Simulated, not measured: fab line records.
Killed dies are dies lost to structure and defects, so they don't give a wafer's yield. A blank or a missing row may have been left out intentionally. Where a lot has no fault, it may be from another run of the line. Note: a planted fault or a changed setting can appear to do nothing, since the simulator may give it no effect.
fab line records	flow nand-harc
[record] lots = 6	wafers = 18	last-day = 33
route steps=1302 shown P_M1@294 P_M2@318 END@1302
lots that met no fault: from a run of the same line without faults
start-h: hours from the record's opening day to when the first of the lot's shown wafers began	wait-h: how many hours have passed since the lot's step before this one	" identical to the entry in the row above	L1.1+2: a single row standing in for several wafers	- no value, or no start given	* or withheld: withheld	< > ~ a bound
route shown NAME@n: NAME is a module with steps in the file, n the number in the route of the first one	usual: mean/standard deviation of fault-free wafers	same: alike in all rows	chamber/n: place in a boat	sites: the reading at each site	_std_site: standard deviation across them	_edge_site: outer sites' mean less inner sites'	radius-mm: how far each site lies from the wafer's centre	mask NAME#n: copy n	behind: tool/chamber where the wafer was last shaped	hold: reason for holding the lot/hours on hold/outcome of the hold	device: the n, p or np transistor that did not switch	end of line: the tests these same wafers got at the end of their route	for a step that has no rows: nothing shown but its recipe	killed: not the wafer's yield, but the dies lost to structure and defects at the first sort	map: shows each die of a wafer: x if killed, . if not, _ if none is there
set.NAME: setting as actually run; set.NAME@STEP: the setting as run at that earlier step	model.NAME: the simulator's own value behind a step, which no gauge read
lots seen at some steps along the route; tables by step, rows by wafer
services: when a tool's chamber went out of use (start-h, in hours from the record's first day, below 0 if earlier), for how many hours, and the reason
[[steps]]
[step NHARC_P_M1_DEVELOP_08]
[recipe] develop-time-s = 35	dev-temp-c = 23
[step NHARC_P_M1_CD_MEAS_09]
[recipe] target-cd-nm = 130	landing-energy-ev = 500
[usual] cd-nm = 130.4/0.57
lot.wafer	tool	chamber	start-h	wait-h	cd-nm
L618.2	cd-sem-02	0	150.16	-	130.1
L618.5	"	0	"	"	129.9
L618.6	"	0	"	"	130.4
L622.2	cd-sem-01	0	180.74	-	131.3
L622.3	"	0	"	"	130.4
L622.4	"	0	"	"	129.9
L630.1	cd-sem-03	0	269.70	-	128.4
L630.3	"	0	"	"	128.9
L630.4	"	0	"	"	129.7
L633.1	cd-sem-02	0	295.89	-	130.1
L633.5	"	0	"	"	129.7
L633.6	"	0	"	"	129.8
L635.1	cd-sem-01	0	311.37	-	130.7
L635.2	"	0	"	"	129.6
L635.3	"	0	"	"	130.3
L639.1	cd-sem-01	0	359.47	-	130.1
L639.2	"	0	"	"	130.9
L639.6	"	0	"	"	129.9
[step NHARC_P_M1_OVL_MEAS_10]
[recipe] pitch-nm = 260
[usual] overlay-x-nm = -0.1/1.1	overlay-y-nm = 0.3/0.77
lot.wafer	tool	chamber	start-h	wait-h	overlay-x-nm	overlay-y-nm
L618.2	overlay-01	-	150.24	-	0.4	-0.1
L618.5	"	-	"	"	0.2	0.2
L618.6	"	-	"	"	-0.3	-0.5
L622.2	overlay-02	-	180.83	-	-0.4	1.4
L622.3	"	-	"	"	-0.5	1.0
L622.4	"	-	"	"	-0.4	1.8
L630.1	overlay-02	-	269.79	-	0.9	-0.8
L630.3	"	-	"	"	0.9	-1.1
L630.4	"	-	"	"	1.0	0.0
L633.1	overlay-01	-	295.97	-	1.0	1.3
L633.5	"	-	"	"	0.9	1.1
L633.6	"	-	"	"	0.6	1.1
L635.1	overlay-01	-	311.46	-	0.3	0.3
L635.2	"	-	"	"	0.2	0.0
L635.3	"	-	"	"	-0.2	0.4
L639.1	overlay-02	-	359.56	-	-1.1	0.8
L639.2	"	-	"	"	-0.5	0.9
L639.6	"	-	"	"	-0.6	0.8
[step NHARC_P_M1_INSPECT_11]
[usual] raw-defect-count = 4.3/2.4
lot.wafer	tool	chamber	start-h	wait-h	raw-defect-count
L618.2	defect-inspect-02	-	150.28	0.0	2
L618.5	"	-	"	"	3
L618.6	"	-	"	"	2
L622.2	defect-inspect-01	-	180.86	0.0	3
L622.3	"	-	"	"	2
L622.4	"	-	"	"	5
L630.1	defect-inspect-01	-	269.82	0.0	4
L630.3	"	-	"	"	3
L630.4	"	-	"	"	4
L633.1	defect-inspect-01	-	296.01	0.0	2
L633.5	"	-	"	"	5
L633.6	"	-	"	"	3
L635.1	defect-inspect-01	-	311.50	0.0	3
L635.2	"	-	"	"	8
L635.3	"	-	"	"	3
L639.1	defect-inspect-02	-	359.60	0.0	1
L639.2	"	-	"	"	5
L639.6	"	-	"	"	3
[step NHARC_P_M1_DESCUM_14]
[recipe] time-s = 3	o2-flow-sccm = 200	ar-flow-sccm = 0	bias-power-w = 0	chemistry = O2
[step NHARC_P_M1_ETCH_35]
[recipe] target-depth-a = 400	overetch-a = 120	time-s = 43.94	ion-energy-ev = 200	n2-flow-sccm = 150	h2-flow-sccm = 150	ar-flow-sccm = 0	rf-w = 400	bias-w = 150	chemistry = N2/H2
[step NHARC_P_M1_ETCH_15]
[recipe] target-depth-a = 1825	time-s = 91.2	c4f8-flow-sccm = withheld	ar-flow-sccm = 400	rf-w = 600	bias-w = 300	chemistry = C4F8/Ar
[usual] bias-w = 300.1/0.91	oes-product-au = 0.957/0.02	rf-vpp-V = 440.3/2.8
lot.wafer	tool	chamber	start-h	wait-h	bias-w	oes-product-au	rf-hours-counter-h	rf-vpp-V
L618.2	rie-diel-03	3	-	-	299.2	0.974	3	440.5
L618.6	"	3	"	"	300.3	0.958	-	440.0
L618.5	"	0	"	"	300.6	0.983	-	440.0
L622.2	rie-diel-03	1	-	-	300.5	0.984	5	436.9
L622.4	"	2	"	"	300.0	0.965	5	442.7
L622.3	"	0	"	"	301.1	0.969	5	439.7
L630.3	rie-diel-09	0	-	-	299.2	0.952	12	441.7
L630.4	"	1	"	"	299.2	0.962	12	437.1
L630.1	"	2	"	"	299.5	0.959	11	445.7
L633.1	rie-diel-03	0	-	-	299.6	0.961	0	439.4
L633.6	"	3	"	"	299.5	0.964	-	438.3
L633.5	"	0	"	"	299.2	0.955	-	441.0
L635.3	rie-diel-03	0	-	-	299.9	0.952	1	440.4
L635.1	"	1	"	"	300.3	0.953	1	437.2
L635.2	"	2	"	"	300.4	0.975	1	442.9
L639.2	rie-diel-09	3	-	-	300.3	0.931	2	436.7
L639.1	"	1	"	"	299.1	0.929	2	437.7
L639.6	"	0	"	"	301.0	0.927	-	440.9
[step NHARC_P_M1_CD_MEAS_16]
[usual] cd-nm = 130.4/0.73
lot.wafer	tool	chamber	start-h	wait-h	cd-nm
L618.2	cd-sem-03	-	150.64	-	130.0
L618.5	"	-	"	"	129.6
L618.6	"	-	"	"	130.4
L622.2	cd-sem-03	-	181.23	-	132.7
L622.3	"	-	"	"	131.1
L622.4	"	-	"	"	129.3
L630.1	cd-sem-01	-	270.19	-	128.9
L630.3	"	-	"	"	129.6
L630.4	"	-	"	"	129.5
L633.1	cd-sem-03	-	296.37	-	130.8
L633.5	"	-	"	"	130.7
L633.6	"	-	"	"	129.9
L635.1	cd-sem-01	-	311.86	-	130.4
L635.2	"	-	"	"	130.4
L635.3	"	-	"	"	129.8
L639.1	cd-sem-02	-	359.96	-	129.9
L639.2	"	-	"	"	130.5
L639.6	"	-	"	"	129.9
[step NHARC_P_M1_STRIP_18]
[recipe] power-w = 1000	n2-flow-sccm = 150	h2-flow-sccm = 150	ar-flow-sccm = 0	bias-w = 0	chemistry = N2/H2
[step NHARC_P_M1_ETCH_28]
[recipe] target-depth-a = 300	over-etch-frac = 0.3	time-s = 72.99	ion-energy-ev = 150	cf4-flow-sccm = 50	n2-flow-sccm = 100	ar-flow-sccm = 150	rf-w = 300	bias-w = 100	chemistry = CF4/N2
[usual] bias-w = 100.00/0.28	drypump-motor-current-A = 5.6/0.37	oes-product-au = 1.000/0.0098	rf-vpp-V = 313.7/2.1	showerhead-plenum-p-Torr = 2.61/0.12	throttle-valve-pct = 19.795/0.009
[same] over-etch-frac = 0.3
lot.wafer	tool	chamber	start-h	wait-h	bias-w	drypump-motor-current-A	oes-product-au	rf-hours-counter-h	rf-vpp-V	showerhead-plenum-p-Torr	throttle-valve-pct
L618.2	rie-diel-03	0	-	-	99.58	5.2	0.988	3	312.3	2.60	19.798
L618.5	"	0	"	"	100.23	5.2	0.992	-	314.0	2.60	19.783
L618.6	"	1	"	"	99.89	5.9	1.003	-	310.9	2.47	19.804
L622.4	rie-diel-09	3	-	-	99.80	5.5	1.009	3	310.4	2.45	19.820
L622.2	"	1	"	"	99.09	5.2	1.002	3	312.0	2.49	19.794
L622.3	"	2	"	"	99.86	5.7	0.987	3	317.0	2.77	19.797
L630.4	rie-diel-03	2	-	-	100.00	5.8	1.017	10	315.6	2.70	19.795
L630.1	"	3	"	"	99.42	5.7	1.024	9	313.0	2.57	19.812
L630.3	"	0	"	"	100.20	5.2	1.010	10	313.7	2.60	19.791
L633.1	rie-diel-09	2	-	-	100.11	5.7	0.992	14	316.0	2.77	19.794
L633.5	"	1	"	"	99.82	5.3	0.998	-	312.6	2.49	19.816
L633.6	"	2	"	"	100.18	5.7	1.000	-	316.8	2.77	19.798
L635.3	rie-diel-09	3	-	-	100.16	5.5	0.993	16	311.6	2.44	19.792
L635.2	"	0	"	"	100.15	6.3	0.985	15	315.0	2.64	19.788
L635.1	"	1	"	"	100.22	5.2	0.995	16	311.6	2.49	19.776
L639.1	rie-diel-03	1	-	-	100.67	5.8	0.996	4	311.5	2.46	19.808
L639.2	"	2	"	"	100.18	5.8	1.008	4	315.7	2.70	19.790
L639.6	"	2	"	"	99.98	5.8	0.997	-	315.0	2.70	19.809
[step NHARC_P_M1_STRIP_19]
[recipe] time-s = 600	temp-c = 30	chemistry = post-etch-residue-remover
[step NHARC_P_M1_DEGAS_29]
[recipe] temp-c = 250	time-s = 60
[usual] heater-power-w = 333/29
lot.wafer	tool	chamber	start-h	wait-h	heater-power-w
L618.2	pvd-sputter-01	-	151.41	-	305
L618.5	"	-	"	"	353
L618.6	"	-	"	"	306
L622.4	pvd-sputter-02	-	181.95	-	346
L622.3	"	-	"	"	295
L622.2	"	-	"	"	319
L630.1	pvd-sputter-02	-	270.91	-	355
L630.4	"	-	"	"	358
L630.3	"	-	"	"	291
L633.1	pvd-sputter-02	-	297.10	-	352
L633.6	"	-	"	"	312
L633.5	"	-	"	"	336
L635.2	pvd-sputter-03	-	312.58	-	369
L635.3	"	-	"	"	357
L635.1	"	-	"	"	308
L639.1	pvd-sputter-01	-	360.67	-	316
L639.2	"	-	"	"	349
L639.6	"	-	"	"	310
[step NHARC_P_M1_PRE_CLEAN_30]
[recipe] time-s = 30	temp-c = 280	gas = H2/He
[usual] heater-power-w = 408/37
lot.wafer	tool	chamber	start-h	wait-h	heater-power-w
L618.2	pvd-sputter-01	-	151.48	-	355
L618.6	"	-	"	"	455
L618.5	"	-	"	"	449
L622.4	pvd-sputter-02	-	182.01	-	391
L622.2	"	-	"	"	422
L622.3	"	-	"	"	457
L630.1	pvd-sputter-02	-	270.96	-	432
L630.4	"	-	"	"	446
L630.3	"	-	"	"	362
L633.1	pvd-sputter-02	-	297.17	-	448
L633.5	"	-	"	"	364
L633.6	"	-	"	"	391
L635.2	pvd-sputter-03	-	312.64	-	439
L635.3	"	-	"	"	462
L635.1	"	-	"	"	447
L639.1	pvd-sputter-01	-	360.74	-	378
L639.2	"	-	"	"	448
L639.6	"	-	"	"	426
[step NHARC_P_M1_PVD_20]
[recipe] target-thk-a = 50	bias-v = 168.6	power-w = 15000	chamber-pressure-pa = 0.12	time-s = 8.06	substrate-temp-c = 50	material = TaN
[step NHARC_P_M1_PVD_21]
[recipe] target-thk-a = 300	chamber-pressure-pa = 5	power-w = 5000	substrate-temp-c = 30	time-s = 20.49	material = Cu
[step NHARC_P_M1_ECD_22]
[recipe] target-thk-a = 4000	bath-temp-c = 25	material = Cu
[step NHARC_P_M1_ANNEAL_31]
[recipe] temp-c = 225	time-s = 90
[step NHARC_P_M1_CMP_23]
[recipe] t-overpolish-s = 20	target-thk-nm = 157.82
[usual] motor-current-A = 11.9/1.1	slurry-flow-ml-min = 149.9/0.42	time-to-endpoint-s = 28.8/2.9
lot.wafer	tool	chamber	start-h	wait-h	motor-current-A	slurry-flow-ml-min	time-to-endpoint-s
L618.2	cmp-03	0	152.49	-	12.7	150.2	27.1
L618.6	"	0	"	"	13.4	150.1	27.2
L618.5	"	1	"	"	10.6	150.0	26.6
L622.4	cmp-02	1	183.02	-	13.2	150.1	20.3
L622.3	"	2	"	"	10.9	150.2	29.7
L622.2	"	3	"	"	13.1	149.5	28.3
L630.3	cmp-02	1	272.02	-	13.3	149.2	23.7
L630.4	"	2	"	"	11.5	149.5	29.8
L630.1	"	3	"	"	12.8	150.5	27.3
L633.1	cmp-04	2	298.17	-	11.2	150.0	31.9
L633.6	"	2	"	"	11.8	149.7	30.3
L633.5	"	3	"	"	12.3	150.0	26.7
L635.1	cmp-02	0	313.66	-	10.3	149.4	28.8
L635.2	"	2	"	"	11.8	150.3	32.9
L635.3	"	3	"	"	13.1	150.4	35.3
L639.1	cmp-02	2	361.78	-	12.3	149.8	34.3
L639.2	"	1	"	"	13.9	150.5	26.7
L639.6	"	3	"	"	13.0	149.6	31.1
[step NHARC_P_M1_THK_MEAS_24]
[recipe] thk-meas-gauge = xrf
[usual] thk-nm = 158.0/1.6
lot.wafer	tool	chamber	start-h	wait-h	thk-nm
L618.2	film-metro-02	-	152.81	-	158.5
L618.5	"	-	"	"	156.2
L618.6	"	-	"	"	159.7
L622.2	film-metro-02	-	183.34	-	159.0
L622.3	"	-	"	"	156.0
L622.4	"	-	"	"	157.8
L630.1	film-metro-01	-	272.30	-	157.5
L630.3	"	-	"	"	157.5
L630.4	"	-	"	"	159.5
L633.1	film-metro-01	-	298.49	-	159.8
L633.5	"	-	"	"	157.9
L633.6	"	-	"	"	158.6
L635.1	film-metro-02	-	313.98	-	160.7
L635.2	"	-	"	"	159.8
L635.3	"	-	"	"	157.9
L639.1	film-metro-01	-	362.09	-	158.1
L639.2	"	-	"	"	154.3
L639.6	"	-	"	"	160.5
[step NHARC_P_M1_SRD_25]
[step NHARC_P_M1_PRE_CLEAN_32]
[recipe] time-s = 12	temp-c = 370	rf-power-w = 300	gas = NH3
[step NHARC_P_M1_DEP_33]
[recipe] target-thk-a = 300	temp-c = 370	target-thk-nm = 30	pressure-torr = 3	flow-sccm = 200	rf-w = 450	material = SiCN
[step NHARC_P_M2_DEP_00]
[recipe] target-thk-a = 1825	target-thk-nm = 182.5	temp-c = withheld	pressure-torr = 5	flow-sccm = 200	rf-w = 600	material = SiOC
[step NHARC_P_M2_DEHYDRATE_01]
[recipe] temp-c = 150	time-s = 120
[step NHARC_P_M2_HMDS_02]
[recipe] time-s = 30
[step NHARC_P_M2_COAT_34]
[recipe] temp-c = 200	time-s = 65
[step NHARC_P_M2_COAT_03]
[recipe] spin-rpm = 1500	resist-thk-nm = 90
[step NHARC_P_M2_SOFTBAKE_04]
[recipe] temp-c = 105	time-s = 55
[step NHARC_P_M2_EBR_05]
[step NHARC_P_M2_EXPOSE_06]
[recipe] na = 1.35	target-cd-nm = 170	dose-mj = 80.78	mask-id = P_M2
[step NHARC_P_M2_PEB_07]
[recipe] peb-temp-c = 100	peb-time-s = 65
[step NHARC_P_M2_DEVELOP_08]
[recipe] develop-time-s = 35	dev-temp-c = 23
[step NHARC_P_M2_CD_MEAS_09]
[recipe] target-cd-nm = 170	landing-energy-ev = 500
[usual] cd-nm = 169.8/0.83
lot.wafer	tool	chamber	start-h	wait-h	cd-nm
L618.2	cd-sem-03	0	154.37	-	169.3
L618.5	"	0	"	"	169.2
L618.6	"	0	"	"	168.3
L622.2	cd-sem-01	0	184.88	-	170.1
L622.3	"	0	"	"	169.7
L622.4	"	0	"	"	169.5
L630.1	cd-sem-01	0	273.96	-	169.7
L630.3	"	0	"	"	170.0
L630.4	"	0	"	"	170.5
L633.1	cd-sem-03	0	300.22	-	169.0
L633.5	"	0	"	"	169.8
L633.6	"	0	"	"	169.5
L635.1	cd-sem-01	0	315.74	-	170.8
L635.2	"	0	"	"	170.6
L635.3	"	0	"	"	170.8
L639.1	cd-sem-03	0	363.67	-	168.6
L639.2	"	0	"	"	169.2
L639.6	"	0	"	"	169.2
[step NHARC_P_M2_OVL_MEAS_10]
[recipe] pitch-nm = 340
[usual] overlay-x-nm = -0.1/0.81	overlay-y-nm = -0.1/1.1
lot.wafer	tool	chamber	start-h	wait-h	overlay-x-nm	overlay-y-nm
L618.2	overlay-01	-	154.45	-	-0.1	0.6
L618.5	"	-	"	"	-0.4	1.1
L618.6	"	-	"	"	-0.3	0.6
L622.2	overlay-02	-	184.97	-	-0.3	-0.7
L622.3	"	-	"	"	-0.2	-0.7
L622.4	"	-	"	"	-0.5	-0.6
L630.1	overlay-01	-	274.05	-	0.9	1.5
L630.3	"	-	"	"	0.6	1.8
L630.4	"	-	"	"	1.0	0.8
L633.1	overlay-01	-	300.31	-	-0.1	-0.5
L633.5	"	-	"	"	-0.2	-0.2
L633.6	"	-	"	"	-0.5	-0.4
L635.1	overlay-02	-	315.83	-	1.3	0.4
L635.2	"	-	"	"	1.0	-0.2
L635.3	"	-	"	"	0.8	0.2
L639.1	overlay-01	-	363.76	-	-0.5	0.5
L639.2	"	-	"	"	-0.6	0.3
L639.6	"	-	"	"	-0.2	0.8
[step NHARC_P_M2_DESCUM_14]
[recipe] time-s = 3	o2-flow-sccm = 200	ar-flow-sccm = 0	bias-power-w = 0	chemistry = O2
[step NHARC_P_M2_ETCH_35]
[recipe] target-depth-a = 400	overetch-a = 120	time-s = 43.94	ion-energy-ev = 200	n2-flow-sccm = 150	h2-flow-sccm = 150	ar-flow-sccm = 0	rf-w = 400	bias-w = 150	chemistry = N2/H2
[usual] bias-w = 150.0/0.44	drypump-motor-current-A = 5.6/0.41	oes-product-au = 1.002/0.012	rf-vpp-V = 429.4/1.8	showerhead-plenum-p-Torr = 2.00/0.059	throttle-valve-pct = 14.170/0.0087
lot.wafer	tool	chamber	start-h	wait-h	bias-w	drypump-motor-current-A	oes-product-au	rf-hours-counter-h	rf-vpp-V	showerhead-plenum-p-Torr	throttle-valve-pct
L618.2	rie-diel-12	3	154.64	0.1	150.0	5.2	1.006	2.7	427.7	1.92	14.174
L618.6	"	2	"	"	149.6	5.6	1.002	-	428.3	1.98	14.162
L618.5	"	3	"	"	150.2	5.2	1.019	-	426.7	1.92	14.191
L622.4	rie-diel-13	2	185.15	0.1	150.4	5.1	0.982	0.2	428.7	2.00	14.170
L622.2	"	0	"	"	149.5	5.5	0.986	0.4	427.7	1.91	14.170
L622.3	"	1	"	"	150.4	6.4	1.013	0.2	428.5	1.95	14.174
L630.1	rie-diel-02	0	274.70	0.5	149.6	5.6	0.981	3.1	430.6	2.10	14.168
L630.4	"	2	"	"	149.5	6.7	0.993	2.9	431.4	2.06	14.161
L630.3	"	3	"	"	149.5	5.9	1.000	3.4	428.5	1.97	14.183
L633.1	rie-diel-12	0	300.50	0.1	150.0	5.3	0.995	0.8	432.0	2.07	14.183
L633.5	"	3	"	"	149.2	5.2	0.988	-	428.6	1.92	14.178
L633.6	"	0	"	"	149.8	5.3	1.009	-	431.0	2.07	14.186
L635.1	rie-diel-02	2	316.02	0.1	149.4	6.7	0.994	4.9	430.2	2.06	14.166
L635.2	"	3	"	"	150.5	5.9	1.003	5.3	429.8	1.97	14.172
L635.3	"	0	"	"	149.8	5.7	0.980	4.9	433.6	2.09	14.190
L639.2	rie-diel-13	0	363.94	0.1	149.3	5.5	1.008	0.2	426.1	1.91	14.169
L639.1	"	1	"	"	149.9	6.3	0.996	0.2	428.1	1.94	14.171
L639.6	"	0	"	"	149.5	5.5	1.001	-	427.1	1.91	14.190
[step NHARC_P_M2_ETCH_15]
[recipe] target-depth-a = 1825	time-s = 91.2	c4f8-flow-sccm = withheld	ar-flow-sccm = 400	rf-w = 600	bias-w = 300	chemistry = C4F8/Ar
[step NHARC_P_M2_CD_MEAS_16]
[usual] cd-nm = 169.7/0.93
lot.wafer	tool	chamber	start-h	wait-h	cd-nm
L618.2	cd-sem-03	-	154.86	-	169.4
L618.5	"	-	"	"	169.1
L618.6	"	-	"	"	168.4
L622.2	cd-sem-03	-	185.37	-	170.0
L622.3	"	-	"	"	169.7
L622.4	"	-	"	"	169.2
L630.1	cd-sem-03	-	274.92	-	170.1
L630.3	"	-	"	"	170.7
L630.4	"	-	"	"	170.2
L633.1	cd-sem-01	-	300.71	-	169.9
L633.5	"	-	"	"	169.4
L633.6	"	-	"	"	169.2
L635.1	cd-sem-02	-	316.23	-	171.5
L635.2	"	-	"	"	169.5
L635.3	"	-	"	"	171.1
L639.1	cd-sem-03	-	364.16	-	168.3
L639.2	"	-	"	"	168.8
L639.6	"	-	"	"	168.8
[step NHARC_P_M2_STRIP_18]
[recipe] power-w = 1000	n2-flow-sccm = 150	h2-flow-sccm = 150	ar-flow-sccm = 0	bias-w = 0	chemistry = N2/H2
[step NHARC_END_SORT_01]
[recipe] temp-c = 25
[usual] defect-limited-yield = 90.7/2.9	killed-at-array = 58/20	killed-at-other = 1.0/1.2	killed-at-periphery = 4.1/3	killed-dies = 63/20	killed-open = 3.2/1.7	killed-short = 2.5/1.5
[same] gross-dies = 677
lot.wafer	tool	chamber	start-h	wait-h	defect-limited-yield[%]	killed-at-array	killed-at-other	killed-at-periphery	killed-dies	killed-open	killed-short
L622.2	prober-02	0	605.81	2.8	95.1	30	0	3	33	3	2
L622.3	prober-02	0	606.61	3.1	95.1	27	0	6	33	7	2
L622.4	prober-02	0	607.40	3.4	95.9	22	0	6	28	3	4
L630.1	prober-01	0	700.70	2.5	91.1	47	1	12	60	3	3
L630.3	prober-01	0	702.30	3.1	88.5	61	0	17	78	4	2
L630.4	prober-01	0	703.10	3.4	88.0	57	1	23	81	3	2
L633.1	prober-01	0	718.59	2.5	85.4	85	1	13	99	1	2
L633.5	prober-01	0	721.85	3.7	82.7	94	1	22	117	2	3
L633.6	prober-01	0	722.66	4.1	84.5	96	2	7	105	6	3
L639.1	prober-02	0	786.10	2.5	92.8	48	1	0	49	2	2
L639.2	prober-02	0	786.90	2.8	92.8	49	0	0	49	3	2
L639.6	prober-02	0	790.11	4.0	94.1	38	1	1	40	2	1
// killed by level:class
L622.2 A_CHANNEL_HOLE_D2:chamber-film-flake=12 A_CHANNEL_HOLE_D1:chamber-film-flake=7 A_CONTACT:chamber-film-flake=5 P_BONDPAD:chamber-film-flake=2 P_CONTACT:geometric-particle:short=1 A_ONON_D1:geometric-particle:open=1 A_CHANNEL_FILL_D2:geometric-particle:open=1 A_WL_FILL:geometric-particle:open=1
L622.3 A_CHANNEL_HOLE_D2:chamber-film-flake=11 A_CONTACT:chamber-film-flake=9 P_CONTACT:geometric-particle:open=2 P_M2:chamber-film-flake=2 P_GATE:geometric-particle:open=1 A_CHANNEL_FILL_D1:geometric-particle:open=1 A_DECK1_JOINT:geometric-particle:short=1 A_CHANNEL_FILL_D2:geometric-particle:short=1
L622.4 A_CHANNEL_HOLE_D2:chamber-film-flake=6 A_CONTACT:chamber-film-flake=4 P_M2:chamber-film-flake=2 A_CHANNEL_HOLE_D1:chamber-film-flake=2 A_STAIRCASE:chamber-film-flake=2 A_SLIT:chamber-film-flake=2 P_CONTACT:geometric-particle:open=1 P_M1:geometric-particle:open=1
L630.1 A_SLIT:chamber-film-flake=22 P_M1:unspecified=10 A_CHANNEL_HOLE_D1:chamber-film-flake=8 A_STAIRCASE:chamber-film-flake=7 A_CHANNEL_FILL_D1:chamber-film-flake=3 P_M0:geometric-particle:open=1 A_SOURCE_PLATE:geometric-particle:short=1 A_DECK1_JOINT:geometric-particle:open=1
L630.3 A_SLIT:chamber-film-flake=34 P_M1:unspecified=14 A_CHANNEL_HOLE_D1:chamber-film-flake=13 A_STAIRCASE:chamber-film-flake=6 A_CONTACT:chamber-film-flake=4 P_STI:geometric-particle:open=1 P_CONTACT:geometric-particle:short=1 A_DECK1_JOINT:geometric-particle:open=1
L630.4 A_SLIT:chamber-film-flake=33 P_M1:unspecified=19 A_CHANNEL_HOLE_D1:chamber-film-flake=9 A_CONTACT:chamber-film-flake=6 A_STAIRCASE:chamber-film-flake=3 P_GATE:chamber-film-flake=2 A_WL_FILL:chamber-film-flake=2 P_GATE:geometric-particle:open=1
L633.1 A_SLIT:chamber-film-flake=31 A_CHANNEL_HOLE_D1:chamber-film-flake=28 A_CHANNEL_HOLE_D2:chamber-film-flake=21 P_M1:unspecified=9 P_M1:chamber-film-flake=3 P_M0:geometric-particle:short=1 A_SGD_CUT:geometric-particle:short=1 A_CONTACT:geometric-particle:open=1
L633.5 A_SLIT:chamber-film-flake=35 A_CHANNEL_HOLE_D2:chamber-film-flake=26 A_CHANNEL_HOLE_D1:chamber-film-flake=25 P_M1:unspecified=17 A_CONTACT:chamber-film-flake=2 P_M0:geometric-particle:open=1 P_M0:geometric-particle:short=1 A_SGD_CUT:geometric-particle:short=1
L633.6 A_SLIT:chamber-film-flake=31 A_CHANNEL_HOLE_D1:chamber-film-flake=28 A_CHANNEL_HOLE_D2:chamber-film-flake=22 P_M1:unspecified=6 A_DECK1_JOINT:geometric-particle:open=2 A_M0:geometric-particle:open=2 THIN_TSV:chamber-film-flake=2 A_STAIRCASE:chamber-film-flake=2
L639.1 A_SLIT:chamber-film-flake=38 A_ZERO_WELL:chamber-film-flake=2 A_CONTACT:chamber-film-flake=2 A_CHANNEL_HOLE_D1:geometric-particle:short=1 A_CHANNEL_FILL_D1:geometric-particle:open=1 A_SGD_CUT:geometric-particle:short=1 A_CONTACT:geometric-particle:open=1 A_CHANNEL_HOLE_D2:chamber-film-flake=1
L639.2 A_SLIT:chamber-film-flake=36 A_CONTACT:chamber-film-flake=6 A_CHANNEL_FILL_D1:geometric-particle:open=2 A_STAIRCASE:geometric-particle:short=1 A_WL_FILL:geometric-particle:open=1 A_M0:geometric-particle:short=1 A_ZERO_WELL:chamber-film-flake=1 A_STAIRCASE:chamber-film-flake=1
L639.6 A_SLIT:chamber-film-flake=29 A_CONTACT:chamber-film-flake=2 P_M0:geometric-particle:open=1 A_CHANNEL_FILL_D2:geometric-particle:short=1 A_SGD_CUT:geometric-particle:open=1 A_ZERO_WELL:chamber-film-flake=1 A_CHANNEL_HOLE_D1:chamber-film-flake=1 A_DECK1_JOINT:chamber-film-flake=1
// map L630.4 (x killed, . not)
____________.____________
_________......._________
_______......x...._______
______.............______
_____............x.._____
____..............x.x____
____..............xxx____
___.............x.xxx.___
___..............xx.x.___
__...............xxxx..__
__...............xx.x..__
_..............x.x.x...._
_................x......_
_......xx.........xxx..._
_......xxx.............._
_....xx.x.x.....x......._
.......xx.x....x.....x...
x.....xxxxx..............
....x.xx.xx..............
.......xxx.x....x.x......
........xx........x......
_.....x.x..x....xxx.x..._
_...............x......._
_......................._
_.........x......xxx...._
_......................._
__.........x.....x.....__
__.....................__
___...................___
___.xx................___
____.................____
____..x..............____
_____..............._____
______.............______
_______..........._______
_________..x...._________
____________.____________
// map L633.5 (x killed, . not)
____________x____________
_________...x..._________
_______..........._______
______x............______
_____.x.x..........._____
____x................____
____...xxx........x..____
___.....x.............___
___..x..x.xx..........___
__....xx.xx.x.......x..__
__.....xxx.............__
_......................._
_......................._
_....x.............x...._
_.....xx................_
_......................._
.......xxx...........x...
.......x.xx...x..x.......
....x.x.xxx......x.xx....
.....x.xxxx.....x..x.....
.......xx.x......xxxx....
_........x....x.xxxx...._
_......x......x..xxx...._
_.......x......xxxxxx..x_
_...............xxxxx..._
_............x...xx....._
__.x.............x.....__
__..x.x.x........x.....__
___.xxx.x......x......___
___.xxx...............___
____xxxx.............____
____xxx.x.....x......____
_____xxxx..........._____
______.x.x.........______
_______x..x......._______
_________......._________
____________.____________
[[services]]
tool	chamber	start-h	hours	kind
cmp-02	-	134.51	4.0	pm
rie-diel-03	3	136.12	1.7	repair
rie-diel-12	2	136.48	6.3	repair
rie-diel-09	-	143.10	9.0	pm
rie-diel-03	1	151.46	1.2	repair
cmp-02	-	153.67	2.4	repair
pvd-sputter-03	-	160.26	17.6	repair
rie-diel-13	-	165.00	9.0	pm
rie-diel-12	3	195.10	1.4	repair
rie-diel-03	3	198.40	5.8	repair
rie-diel-02	-	216.70	9.0	pm
rie-diel-09	2	218.79	4.5	repair
rie-diel-12	2	222.97	1.3	repair
pvd-sputter-01	-	226.00	10.0	pm
cmp-02	-	232.51	4.0	pm
pvd-sputter-02	-	235.94	1.2	repair
rie-diel-09	0	239.80	1.7	repair
cmp-02	-	268.92	1.8	repair
rie-diel-03	-	281.30	9.0	pm
pvd-sputter-02	-	282.00	10.0	pm
pvd-sputter-01	-	293.84	4.3	repair
pvd-sputter-01	-	301.41	1.6	repair
rie-diel-09	-	320.10	9.0	pm
cmp-02	-	330.51	4.0	pm
[[key]]
[first-sign] step = NHARC_END_SORT_01	reading = killed-at-periphery	direction = up	sigmas = 3.9	usual = 4.1	struck = 15.7
effect none on later readings
met-at NHARC_P_M1_PRE_CLEAN_30
struck-wafers L630.1,L630.3,L630.4,L633.1,L633.5,L633.6
onset-between 182.01 270.96
also-fits NHARC_P_M1_DEGAS_29:pvd-sputter-02
[fault] kind = chamber-particle-source	tool = pvd-sputter-02	chamber = -	onset-h = 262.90	steps = NHARC_P_M1_PRE_CLEAN_30	rate-per-visit-cm2 = 0.023756	end-h = 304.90
